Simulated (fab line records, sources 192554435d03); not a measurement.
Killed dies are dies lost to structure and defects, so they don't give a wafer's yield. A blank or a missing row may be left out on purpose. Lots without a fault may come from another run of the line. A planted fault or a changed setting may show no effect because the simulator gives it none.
Chamber matching | flow n5_finfet | N5_BEOL_M4_PRE_CLEAN_60 on cvd_co-01: 3 sister chambers
The step time 15 s. 3 wafers are shown with their chamber, then 6 later ones without.

WAFERS WITH THEIR CHAMBER
wafer  | chamber | heater_power_w (W)
L854.5 | 1       | 56
L858.4 | 2       | 80
L858.5 | 0       | 65

WAFERS WITHOUT THEIR CHAMBER
wafer  | heater_power_w (W)
L858.6 | 55
L863.1 | 80
L863.2 | 55
L863.4 | 66
L870.2 | 56
L870.4 | 54

WHICH CHAMBER EACH WENT THROUGH
wafer  | from the rows above | in truth
L858.6 | 1                   | 1
L863.1 | 2                   | 2
L863.2 | 1                   | 1
L863.4 | 0                   | 0
L870.2 | 1                   | 1
L870.4 | 1                   | 1
Placed correctly: 6 of 6. Can't be placed from these rows: 0. Placed wrongly: 0.
How it was worked out, from the rows above alone: a wafer's distance from a chamber is the root of the sum, over the readings, of the square of ((its reading less the chamber's mean) divided by the reading's scatter). The wafer belongs to the nearest chamber; if the next one is less than 2 further off, it can't be placed. A chamber's mean is the mean of its shown wafers. The scatter: with one shown wafer a chamber, the root of the mean of the squares of how far each hidden wafer lies from its nearest shown one.
